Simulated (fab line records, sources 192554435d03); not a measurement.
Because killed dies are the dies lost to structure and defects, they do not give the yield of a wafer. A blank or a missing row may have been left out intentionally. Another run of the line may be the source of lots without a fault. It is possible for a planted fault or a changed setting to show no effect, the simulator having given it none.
fab line records ; flow n5_finfet ; part 1 of 2: steps 1 to 24 of 31
record: lots: 5; wafers: 15; last_day: 16
route steps=1938 shown MOL_CONTACT_COAG@553
lots untouched by any fault: they come from a run of this same line in which no faults occurred
start_h: the number of hours between the record's first day and the start of the first shown wafer of the lot ; wait_h: how many hours have passed since the lot's step before this one ; " the same as in the row above ; L1.1+2: several wafers, shown together as one row ; - either no value or no given start ; * or withheld: withheld ; < > ~ a bound
route shown NAME@n: NAME is a module with steps in the file, n the number in the route of the first one ; usual: the fault-free wafers' mean and standard deviation ; same: alike in all rows ; chamber/n: place in a boat ; sites: the reading at each site ; _std_site: standard deviation of those values ; _edge_site: mean of outer sites minus mean of inner sites ; radius_mm: for every site, how far away it sits from the centre of the wafer ; mask NAME#n: copy n ; behind: tool/chamber where the wafer was last shaped ; hold: why the lot was held/for how many hours/how that ended ; device: which transistor (n, p or np) failed to switch ; end of line: the same wafers' tests at the end of the route ; a step with no rows: only its recipe ; killed: count of dies lost to structure and defects at first sort (not the wafer's yield) ; map: a wafer's dies, marking killed ones x, the rest . and places with no die _
set.NAME: the setting that was run; set.NAME@STEP: the one run at that earlier step ; model.NAME: the simulator's own value behind a step, which no gauge read
lots seen at some steps along the route; tables by step, rows by wafer
services: from which hour (start_h, from the record's first day; less than 0 if before it) a tool's chamber was out of use, for how many hours, and why
== steps ==
step: N5_MOL_CONTACT_COAG_SRD_126
recipe: dry_time_s: 32; dry: n2_spin; spin_rpm: 1500
lot.wafer;tool;chamber;start_h;wait_h
L076.1+5+6;wet_bench-03;7,3,0;106.78;0.0
L084.3+5+6;wet_bench-02;7,6,3;157.05;0.0
L085.1+2+6;wet_bench-03;3,4,1;163.91;0.0
L090.2+3+6;wet_bench-01;6,7,1;195.81;0.0
L091.1+2+6;wet_bench-01;4,6,5;199.10;0.0
step: N5_MOL_CONTACT_COAG_CMP_23
recipe: stop_on: SiO2; t_overpolish_s: 1.5; post_cmp_clean: cu_alkaline; down_force_psi: 2; platen_rpm: 50.289; pad_velocity_m_s: 1.0006; target_thk_nm: 0
usual: motor_current_A: 8.3/0.96; overpolish_run_s: 1.501/0.0083; time_to_endpoint_s: 8.9/2
lot.wafer;tool;chamber;start_h;wait_h;motor_current_A;overpolish_run_s;time_to_endpoint_s
L076.1;cmp-03;0;106.93;0.1;9.6;1.519;10.1
L076.6;cmp-03;1;106.93;0.1;8.4;1.507;7.3
L076.5;cmp-03;2;106.93;0.1;7.2;1.515;11.3
L084.3;cmp-03;0;157.15;0.1;9.5;1.496;12.6
L084.5;cmp-03;2;157.15;0.1;6.5;1.482;9.4
L084.6;cmp-03;3;157.15;0.1;9.8;1.502;11.3
L085.1;cmp-01;2;163.98;0.1;7.8;1.514;8.2
L085.2;cmp-01;3;163.98;0.1;8.2;1.482;6.7
L085.6;cmp-01;2;163.98;0.1;8.5;1.501;6.7
L090.2;cmp-03;3;195.98;0.2;10.3;1.503;7.1
L090.3;cmp-03;0;195.98;0.2;9.7;1.497;10.5
L090.6;cmp-03;2;195.98;0.2;7.3;1.506;7.4
L091.1;cmp-03;1;199.13;0.0;7.9;1.507;8.4
L091.2;cmp-03;0;199.13;0.0;9.5;1.503;10.0
L091.6;cmp-03;2;199.13;0.0;7.3;1.499;7.0
step: N5_MOL_CONTACT_COAG_WET_ETCH_26
recipe: target: Co; target_depth_nm: 13
lot.wafer;tool;chamber;start_h;wait_h
L076.1+5+6;wet_bench-01;3,5,4;107.35;0.0
L084.3+5+6;wet_bench-03;3,1,7;157.46;0.1
L085.1+2+6;wet_bench-03;4,1,5;164.29;0.0
L090.2+3+6;wet_bench-03;2,4,7;196.26;0.0
L091.1+2+6;wet_bench-02;4,6,1;199.48;0.0
step: N5_MOL_CONTACT_COAG_WET_ETCH_116
recipe: chemistry: SC1-inhibited; target_depth_nm: 4.6; dry: ipa_marangoni; rinse_time_s: 30; rinse_temp_c: 23
lot.wafer;tool;chamber;start_h;wait_h
L076.1+5+6;wet_bench-01;3,5,4;107.65;0.0
L084.3+5+6;wet_bench-03;3,1,7;157.63;0.0
L085.1+2+6;wet_bench-03;4,1,5;164.46;0.0
L090.2+3+6;wet_bench-03;2,4,7;196.56;0.0
L091.1+2+6;wet_bench-02;4,6,1;199.63;0.0
step: N5_MOL_CONTACT_COAG_ALD_27
recipe: material: SiOC; target_thk_a: 170; temp_c: 400; ald_precursor_family: carbosiloxane; ald_co_reactant: H2-plasma; pulse_time_s: 1.5; time_s: 2720; purge_time_s: 2; co_reactant_purge_time_s: 2; ald_cycles: 340; pressure_torr: 2
usual: heater_power_w: 858/67; precursor_pulse_height_rel: 1.002/0.018; susceptor_temp_C: 400.01/0.22
same: ald_cycles: 340
lot.wafer;tool;chamber;start_h;wait_h;heater_power_w;precursor_pulse_height_rel;susceptor_temp_C
L076.1;ald_sin-03;2;108.41;0.2;941;1.000;400.17
L076.5;ald_sin-03;3;108.41;0.2;911;1.021;400.13
L076.6;ald_sin-03;0;108.41;0.2;924;1.008;400.24
L084.3;ald_sin-04;3;157.97;0.0;836;0.985;400.60
L084.5;ald_sin-04;2;157.97;0.0;759;0.987;400.07
L084.6;ald_sin-04;1;157.97;0.0;777;0.980;400.16
L085.1;ald_sin-01;1;164.80;0.0;876;0.989;400.01
L085.2;ald_sin-01;0;164.80;0.0;893;1.010;399.95
L085.6;ald_sin-01;3;164.80;0.0;910;1.037;399.93
L090.2;ald_sin-01;0;197.17;0.0;895;0.988;399.76
L090.3;ald_sin-01;3;197.17;0.0;925;0.984;400.16
L090.6;ald_sin-01;3;197.17;0.0;906;0.996;400.42
L091.1;ald_sin-01;3;199.95;0.0;902;1.030;400.07
L091.2;ald_sin-01;0;199.95;0.0;913;1.021;399.97
L091.6;ald_sin-01;1;199.95;0.0;888;0.973;399.71
step: N5_MOL_CONTACT_COAG_CMP_28
recipe: stop_on: SiNx; t_overpolish_s: 0.85; post_cmp_clean: alkaline_brush; down_force_psi: 4.15; platen_rpm: 51.8; pad_velocity_m_s: 1.0307; target_thk_nm: 14.522
usual: motor_current_A: 12.8/1.6; time_to_endpoint_s: 4.1/2.4
lot.wafer;tool;chamber;start_h;wait_h;motor_current_A;time_to_endpoint_s
L076.1;cmp-03;3;110.05;0.9;15.0;10.8
L076.5;cmp-03;1;110.05;0.9;12.5;7.1
L076.6;cmp-03;2;110.05;0.9;10.8;7.1
L084.3;cmp-03;0;159.58;0.8;14.6;3.8
L084.6;cmp-03;3;159.58;0.8;16.2;5.5
L084.5;cmp-03;0;159.58;0.8;14.7;4.2
L085.2;cmp-03;3;166.41;0.8;15.1;7.2
L085.1;cmp-03;0;166.41;0.8;14.7;4.3
L085.6;cmp-03;3;166.41;0.8;15.2;6.2
L090.3;cmp-01;3;198.78;0.8;12.8;0.8
L090.2;cmp-01;1;198.78;0.8;10.1;1.8
L090.6;cmp-01;3;198.78;0.8;13.0;0.0
L091.2;cmp-01;0;201.86;1.1;11.0;5.8
L091.1;cmp-01;1;201.86;1.1;10.6;5.3
L091.6;cmp-01;0;201.86;1.1;11.3;6.3
step: N5_MOL_CONTACT_COAG_THK_MEAS_29
recipe: reads: SiNx_of_GATE_CUT_PECVD_57+SiNx_of_GATE_CUT_SAC_CAP_01
usual: MD_CAP_THK: 17.93/0.095
lot.wafer;tool;chamber;start_h;wait_h;MD_CAP_THK[nm]
L076.1;film_metro-02;-;110.27;-;17.89
L076.5;film_metro-02;-;110.27;-;17.82
L076.6;film_metro-02;-;110.27;-;17.83
L084.3;film_metro-01;-;159.84;-;17.89
L084.5;film_metro-01;-;159.84;-;17.99
L084.6;film_metro-01;-;159.84;-;17.91
L085.1;film_metro-01;-;166.67;-;17.86
L085.2;film_metro-01;-;166.67;-;18.03
L085.6;film_metro-01;-;166.67;-;17.87
L090.2;film_metro-02;-;199.03;-;17.98
L090.3;film_metro-02;-;199.03;-;17.99
L090.6;film_metro-02;-;199.03;-;17.98
L091.1;film_metro-01;-;202.11;-;17.99
L091.2;film_metro-01;-;202.11;-;18.03
L091.6;film_metro-01;-;202.11;-;17.94
step: N5_MOL_CONTACT_COAG_ALD_123
recipe: material: SiNx; target_thk_a: 50; temp_c: 400; ald_precursor_family: SiH2I2; ald_co_reactant: N2/H2-plasma; pulse_time_s: 1; purge_time_s: 2; co_reactant_purge_time_s: 2; ald_cycles: 100; pressure_torr: 2
usual: heater_power_w: 862/71; precursor_pulse_height_rel: 1.001/0.019; susceptor_temp_C: 400.05/0.18
same: ald_cycles: 100
lot.wafer;tool;chamber;start_h;wait_h;heater_power_w;precursor_pulse_height_rel;susceptor_temp_C
L076.1;ald_sin-04;0;110.38;0.1;924;0.990;400.12
L076.5;ald_sin-04;3;110.38;0.1;844;1.013;400.27
L076.6;ald_sin-04;0;110.38;0.1;921;0.997;400.19
L084.3;ald_sin-03;2;160.22;0.4;948;0.996;400.00
L084.5;ald_sin-03;0;160.22;0.4;936;1.019;400.03
L084.6;ald_sin-03;3;160.22;0.4;931;1.005;400.02
L085.1;ald_sin-04;2;166.95;0.3;764;1.042;399.80
L085.2;ald_sin-04;3;166.95;0.3;861;0.995;400.43
L085.6;ald_sin-04;3;166.95;0.3;846;0.999;400.14
L090.2;ald_sin-04;3;199.07;0.0;833;0.972;399.74
L090.3;ald_sin-04;1;199.07;0.0;792;0.984;399.90
L090.6;ald_sin-04;1;199.07;0.0;778;0.992;399.78
L091.1;ald_sin-01;2;202.15;0.0;787;1.018;400.02
L091.2;ald_sin-01;1;202.15;0.0;863;1.029;400.31
L091.6;ald_sin-01;2;202.15;0.0;765;1.002;400.26
step: N5_MOL_CONTACT_COAG_PECVD_31
recipe: material: SiO2; target_thk_a: 460; temp_c: 400; precursor: TEOS/O2; pressure_torr: 6.5; rf_w: withheld; teos_flow_sccm: withheld; gas: O2; flow_sccm: 2650; time_s: 8.9
usual: susceptor_temp_C: 400.01/0.21
lot.wafer;tool;chamber;start_h;wait_h;susceptor_temp_C
L076.1;pecvd-02;2;110.89;0.3;399.70
L076.5;pecvd-02;0;110.89;0.3;400.28
L076.6;pecvd-02;1;110.89;0.3;400.17
L084.3;pecvd-03;2;160.72;0.3;400.07
L084.5;pecvd-03;2;160.72;0.3;399.93
L084.6;pecvd-03;1;160.72;0.3;399.89
L085.1;pecvd-02;1;167.45;0.3;399.91
L085.2;pecvd-02;2;167.45;0.3;399.86
L085.6;pecvd-02;2;167.45;0.3;400.12
L090.2;pecvd-03;1;199.58;0.3;400.13
L090.3;pecvd-03;2;199.58;0.3;399.72
L090.6;pecvd-03;2;199.58;0.3;399.68
L091.1;pecvd-03;2;202.65;0.3;400.46
L091.2;pecvd-03;1;202.65;0.3;399.94
L091.6;pecvd-03;1;202.65;0.3;399.76
step: N5_MOL_CONTACT_COAG_COAT_75
recipe: resist: SOC; temp_c: 250; time_s: 60; spin_rpm: 1500; resist_thk_nm: 60
lot.wafer;tool;chamber;start_h;wait_h
L076.1+5+6;litho_track-04;0;110.94;0.0
L084.3+5+6;litho_track-05;0;160.78;0.0
L085.1+2+6;litho_track-01;0;167.51;0.0
L090.2+3+6;litho_track-05;0;199.63;0.0
L091.1+2+6;litho_track-04;0;202.71;0.0
step: N5_MOL_CONTACT_COAG_COAT_76
recipe: resist: SiARC; temp_c: 220; time_s: 60; spin_rpm: 1500; resist_thk_nm: 10
lot.wafer;tool;chamber;start_h;wait_h
L076.1+5+6;litho_track-04;0;-;-
L084.3+5+6;litho_track-05;0;-;-
L085.1+2+6;litho_track-01;0;-;-
L090.2+3+6;litho_track-05;0;-;-
L091.1+2+6;litho_track-04;0;-;-
step: N5_MOL_CONTACT_COAG_COAT_77
recipe: resist: underlayer; temp_c: 205; time_s: 60; spin_rpm: 1500; resist_thk_nm: 10
lot.wafer;tool;chamber;start_h;wait_h
L076.1+5+6;litho_track-04;0;-;-
L084.3+5+6;litho_track-05;0;-;-
L085.1+2+6;litho_track-01;0;-;-
L090.2+3+6;litho_track-05;0;-;-
L091.1+2+6;litho_track-04;0;-;-
step: N5_MOL_CONTACT_COAG_COAT_78
recipe: resist: CAR-EUV; spin_rpm: 1500; resist_thk_nm: 40
lot.wafer;tool;chamber;start_h;wait_h
L076.1+5+6;litho_track-04;0;-;-
L084.3+5+6;litho_track-05;0;-;-
L085.1+2+6;litho_track-01;0;-;-
L090.2+3+6;litho_track-05;0;-;-
L091.1+2+6;litho_track-04;0;-;-
step: N5_MOL_CONTACT_COAG_EBR_80
recipe: solvent: PGMEA; ebr_width_mm: 1.5
lot.wafer;tool;chamber;start_h;wait_h
L076.1+5+6;litho_track-04;0;-;-
L084.3+5+6;litho_track-05;0;-;-
L085.1+2+6;litho_track-01;0;-;-
L090.2+3+6;litho_track-05;0;-;-
L091.1+2+6;litho_track-04;0;-;-
step: N5_MOL_CONTACT_COAG_SOFTBAKE_79
recipe: temp_c: 110; time_s: 60; resist: CAR-EUV
lot.wafer;tool;chamber;start_h;wait_h
L076.1+5+6;litho_track-04;0;-;-
L084.3+5+6;litho_track-05;0;-;-
L085.1+2+6;litho_track-01;0;-;-
L090.2+3+6;litho_track-05;0;-;-
L091.1+2+6;litho_track-04;0;-;-
step: N5_MOL_CONTACT_COAG_EXPOSE_81
recipe: mask_id: VG; na: 0.33; source_shape: annular; sigma_inner: 0.3; sigma_outer: 0.7; polarization: unpolarized; defocus_nm: 0; dose_mj: 59.5
usual: reticle_temp_C: 22.99/0.11
lot.wafer;tool;chamber;start_h;wait_h;mask;reticle_temp_C
L076.1;euv_scanner-01;0;111.21;-;VG#0;23.09
L076.5;euv_scanner-01;0;111.21;-;VG#0;23.06
L076.6;euv_scanner-01;0;111.21;-;VG#0;23.02
L084.3;euv_scanner-01;0;160.93;-;VG#0;23.04
L084.5;euv_scanner-01;0;160.93;-;VG#0;23.02
L084.6;euv_scanner-01;0;160.93;-;VG#0;23.17
L085.1;euv_scanner-01;0;167.65;-;VG#0;23.02
L085.2;euv_scanner-01;0;167.65;-;VG#0;23.06
L085.6;euv_scanner-01;0;167.65;-;VG#0;22.93
L090.2;euv_scanner-02;0;199.90;-;VG#0;23.20
L090.3;euv_scanner-02;0;199.90;-;VG#0;23.16
L090.6;euv_scanner-02;0;199.90;-;VG#0;23.14
L091.1;euv_scanner-02;0;202.85;-;VG#0;22.95
L091.2;euv_scanner-02;0;202.85;-;VG#0;22.85
L091.6;euv_scanner-02;0;202.85;-;VG#0;22.81
step: N5_MOL_CONTACT_COAG_PEB_82
recipe: peb_temp_c: 100; peb_time_s: 60; resist: CAR-EUV
lot.wafer;tool;chamber;start_h;wait_h
L076.1+5+6;litho_track-05;0;111.28;0.1
L084.3+5+6;litho_track-04;0;161.00;0.1
L085.1+2+6;litho_track-01;0;167.72;0.1
L090.2+3+6;litho_track-04;0;199.97;0.1
L091.1+2+6;litho_track-01;0;202.92;0.1
step: N5_MOL_CONTACT_COAG_DEVELOP_83
recipe: develop_time_s: 30; developer: TMAH; resist: CAR-EUV; rinse_liquid: surfactant_rinse; dry: air_spin; dev_temp_c: 23
lot.wafer;tool;chamber;start_h;wait_h
L076.1+5+6;litho_track-05;0;-;-
L084.3+5+6;litho_track-04;0;-;-
L085.1+2+6;litho_track-01;0;-;-
L090.2+3+6;litho_track-04;0;-;-
L091.1+2+6;litho_track-01;0;-;-
step: N5_MOL_CONTACT_COAG_CD_MEAS_84
recipe: target_cd_nm: 25.1; landing_energy_ev: 500; detector: se_inlens; polarity: opening
usual: cd_nm: 25.05/0.22
lot.wafer;tool;chamber;start_h;wait_h;cd_nm
L076.1;cd_sem-01;0;111.35;-;25.23
L076.5;cd_sem-01;0;111.35;-;24.86
L076.6;cd_sem-01;0;111.35;-;25.28
L084.3;cd_sem-02;0;161.06;-;24.62
L084.5;cd_sem-02;0;161.06;-;25.11
L084.6;cd_sem-02;0;161.06;-;25.43
L085.1;cd_sem-01;0;167.79;-;25.06
L085.2;cd_sem-01;0;167.79;-;24.91
L085.6;cd_sem-01;0;167.79;-;24.75
L090.2;cd_sem-03;0;200.04;-;24.71
L090.3;cd_sem-03;0;200.04;-;25.30
L090.6;cd_sem-03;0;200.04;-;25.21
L091.1;cd_sem-01;0;202.99;-;25.08
L091.2;cd_sem-01;0;202.99;-;24.56
L091.6;cd_sem-01;0;202.99;-;25.06
step: N5_MOL_CONTACT_COAG_OVL_MEAS_85
recipe: points_per_wafer: 522
usual: VG_OVL: -0.3/0.71
same: points_per_wafer: 522
lot.wafer;tool;chamber;start_h;wait_h;VG_OVL[nm]
L076.1;overlay-02;0;111.38;0.0;-1.4
L076.5;overlay-02;0;111.38;0.0;-1.3
L076.6;overlay-02;0;111.38;0.0;-0.3
L084.3;overlay-01;0;161.10;0.0;-0.3
L084.5;overlay-01;0;161.10;0.0;-0.3
L084.6;overlay-01;0;161.10;0.0;-0.7
L085.1;overlay-02;0;167.82;0.0;-0.7
L085.2;overlay-02;0;167.82;0.0;0.9
L085.6;overlay-02;0;167.82;0.0;0.4
L090.2;overlay-02;0;200.07;0.0;0.0
L090.3;overlay-02;0;200.07;0.0;-0.5
L090.6;overlay-02;0;200.07;0.0;-0.6
L091.1;overlay-01;0;203.02;0.0;0.8
L091.2;overlay-01;0;203.02;0.0;1.0
L091.6;overlay-01;0;203.02;0.0;1.3
step: N5_MOL_CONTACT_COAG_INSPECT_57
recipe: mode: adi; inspect_instrument: brightfield
usual: raw_defect_count: 206/48
lot.wafer;tool;chamber;start_h;wait_h;raw_defect_count
L076.1;defect_inspect-01;-;111.44;0.1;272
L076.5;defect_inspect-01;-;111.44;0.1;264
L076.6;defect_inspect-01;-;111.44;0.1;267
L084.3;defect_inspect-02;-;161.15;0.0;215
L084.5;defect_inspect-02;-;161.15;0.0;219
L084.6;defect_inspect-02;-;161.15;0.0;114
L085.1;defect_inspect-01;-;167.88;0.1;147
L085.2;defect_inspect-01;-;167.88;0.1;157
L085.6;defect_inspect-01;-;167.88;0.1;181
L090.2;defect_inspect-01;-;200.13;0.0;188
L090.3;defect_inspect-01;-;200.13;0.0;154
L090.6;defect_inspect-01;-;200.13;0.0;124
L091.1;defect_inspect-01;-;203.08;0.1;231
L091.2;defect_inspect-01;-;203.08;0.1;191
L091.6;defect_inspect-01;-;203.08;0.1;240
step: N5_MOL_CONTACT_COAG_DESCUM_88
recipe: chemistry: O2; time_s: 7; source_power_w: 50; bias_power_w: 20; pressure_mtorr: 20; rf_frequency_hz: 2.712e+07; temp_c: 40; resist: CAR-EUV; o2_flow_sccm: 225
usual: drypump_motor_current_A: 5.6/0.5; o2_flow_sccm: 225.0/0.65; oes_product_au: 0.79/0.084; rf_vpp_V: 243.2/1.6; showerhead_plenum_p_Torr: 2.08/0.084; throttle_valve_pct: 20.43/0.21
lot.wafer;tool;chamber;start_h;wait_h;drypump_motor_current_A;o2_flow_sccm;oes_product_au;rf_hours_counter_h;rf_vpp_V;showerhead_plenum_p_Torr;throttle_valve_pct
L076.1;rie_diel-05;2;111.47;0.0;5.4;224.5;0.92;27;246.6;2.23;20.17
L076.5;rie_diel-05;0;111.47;0.0;5.9;225.1;0.79;-;245.9;2.20;20.65
L076.6;rie_diel-05;1;111.47;0.0;5.1;225.2;0.94;-;241.8;2.04;20.10
L084.3;rie_diel-06;1;161.54;0.4;5.6;224.8;0.73;180;242.2;2.08;20.78
L084.5;rie_diel-06;1;161.54;0.4;5.6;226.0;0.75;-;243.4;2.08;20.78
L084.6;rie_diel-06;2;161.54;0.4;5.3;224.5;0.74;-;242.8;2.08;20.57
L085.1;rie_diel-05;2;168.22;0.3;5.4;227.0;0.89;45;243.6;2.22;20.18
L085.2;rie_diel-05;1;168.22;0.3;5.1;224.1;0.90;34;242.6;2.03;20.13
L085.6;rie_diel-05;1;168.22;0.3;5.2;225.3;0.90;-;242.3;2.03;20.15
L090.2;rie_diel-04;2;200.44;0.3;6.3;224.2;0.85;63;243.2;2.05;20.69
L090.3;rie_diel-04;0;200.44;0.3;5.7;224.7;0.68;221;244.3;2.14;20.38
L090.6;rie_diel-04;0;200.44;0.3;5.8;225.5;0.68;-;245.2;2.14;20.37
L091.1;rie_diel-06;0;203.40;0.3;4.8;225.3;0.75;166;239.9;2.00;20.36
L091.2;rie_diel-06;3;203.40;0.3;4.9;224.8;0.95;10;243.3;2.23;20.43
L091.6;rie_diel-06;0;203.40;0.3;4.8;225.9;0.74;-;242.1;2.00;20.38
step: N5_MOL_CONTACT_COAG_ETCH_89
recipe: chemistry: N2/H2; target: underlayer; target_depth_a: 130; mask_material: CAR-EUV; time_s: 10.4; ion_energy_ev: 200; pressure_mtorr: 30; source_w: 840; bias_w: 150; n2_flow_sccm: 200; h2_flow_sccm: 200; ends: cleared
usual: drypump_motor_current_A: 5.6/0.5; etch_rf_on_time_s: 10.4/0.3; h2_flow_sccm: 200.0/0.52; oes_product_au: 0.67/0.071; rf_vpp_V: 523.7/2.9; showerhead_plenum_p_Torr: 2.54/0.1; throttle_valve_pct: 17.91/0.17
lot.wafer;tool;chamber;start_h;wait_h;drypump_motor_current_A;etch_rf_on_time_s;h2_flow_sccm;oes_product_au;rf_hours_counter_h;rf_vpp_V;showerhead_plenum_p_Torr;throttle_valve_pct
L076.1;rie_diel-05;2;111.51;0.0;5.4;10.7;199.8;0.78;27;529.0;2.72;17.70
L076.5;rie_diel-05;0;111.51;0.0;5.9;9.9;200.0;0.68;-;526.9;2.66;18.00
L076.6;rie_diel-05;1;111.51;0.0;5.1;10.4;200.0;0.81;-;522.4;2.49;17.63
L084.3;rie_diel-06;1;161.58;0.0;5.6;9.9;199.2;0.65;180;523.4;2.53;18.29
L084.5;rie_diel-06;1;161.58;0.0;5.6;10.0;199.7;0.63;-;523.2;2.53;18.27
L084.6;rie_diel-06;2;161.58;0.0;5.3;10.1;199.2;0.63;-;523.1;2.53;18.12
L085.1;rie_diel-05;2;168.25;0.0;5.4;10.8;199.7;0.74;45;528.7;2.71;17.73
L085.2;rie_diel-05;1;168.25;0.0;5.1;10.6;199.8;0.75;34;522.7;2.48;17.68
L085.6;rie_diel-05;1;168.25;0.0;5.1;10.8;199.1;0.76;-;522.6;2.48;17.67
L090.2;rie_diel-04;2;200.47;0.0;6.3;10.3;199.4;0.71;63;520.7;2.48;18.00
L090.3;rie_diel-04;0;200.47;0.0;5.8;10.9;199.8;0.57;221;524.6;2.62;18.07
L090.6;rie_diel-04;0;200.47;0.0;5.8;10.8;200.2;0.58;-;525.6;2.62;18.06
L091.1;rie_diel-06;0;203.43;0.0;4.8;10.6;199.0;0.63;166;521.8;2.42;17.71
L091.2;rie_diel-06;3;203.43;0.0;4.9;10.2;201.2;0.82;10;528.0;2.72;17.90
L091.6;rie_diel-06;0;203.43;0.0;4.8;10.6;200.1;0.64;-;520.5;2.42;17.71
step: N5_MOL_CONTACT_COAG_ETCH_90
recipe: chemistry: CF4; target: SiARC; target_depth_a: 130; mask_material: CAR-EUV; time_s: 21.7; ion_energy_ev: 80; pressure_mtorr: 40; source_w: 545; bias_w: 36; Ar_flow_sccm: 100; cf4_flow_sccm: 100; ends: cleared
usual: drypump_motor_current_A: 5.6/0.5; etch_rf_on_time_s: 21.7/0.54; oes_product_au: 0.68/0.072; rf_vpp_V: 184.1/1.3; showerhead_plenum_p_Torr: 2.14/0.081; throttle_valve_pct: 15.65/0.2
lot.wafer;tool;chamber;start_h;wait_h;drypump_motor_current_A;etch_rf_on_time_s;oes_product_au;rf_hours_counter_h;rf_vpp_V;showerhead_plenum_p_Torr;throttle_valve_pct
L076.1;rie_diel-05;2;111.53;0.0;5.4;22.3;0.77;27;185.7;2.25;15.27
L076.5;rie_diel-05;0;111.53;0.0;5.9;21.1;0.67;-;185.2;2.26;15.90
L076.6;rie_diel-05;1;111.53;0.0;5.1;21.6;0.80;-;183.5;2.11;15.44
L084.3;rie_diel-06;1;161.60;0.0;5.6;21.1;0.64;180;185.0;2.14;15.95
L084.5;rie_diel-06;1;161.60;0.0;5.6;20.9;0.64;-;184.1;2.14;15.96
L084.6;rie_diel-06;2;161.60;0.0;5.3;21.3;0.63;-;183.8;2.12;15.78
L085.1;rie_diel-05;2;168.27;0.0;5.4;22.2;0.75;45;187.0;2.24;15.30
L085.2;rie_diel-05;1;168.27;0.0;5.1;21.9;0.75;34;185.8;2.11;15.47
L085.6;rie_diel-05;1;168.27;0.0;5.1;21.9;0.76;-;182.3;2.11;15.46
L090.2;rie_diel-04;2;200.49;0.0;6.3;21.3;0.73;63;183.6;2.09;15.76
L090.3;rie_diel-04;0;200.49;0.0;5.7;22.4;0.58;221;187.4;2.20;15.66
L090.6;rie_diel-04;0;200.49;0.0;5.8;22.3;0.58;-;183.5;2.20;15.64
L091.1;rie_diel-06;0;203.45;0.0;4.8;21.9;0.64;166;181.9;2.06;15.65
L091.2;rie_diel-06;3;203.45;0.0;4.8;21.2;0.82;10;185.1;2.28;15.46
L091.6;rie_diel-06;0;203.45;0.0;4.8;22.0;0.63;-;183.0;2.06;15.65
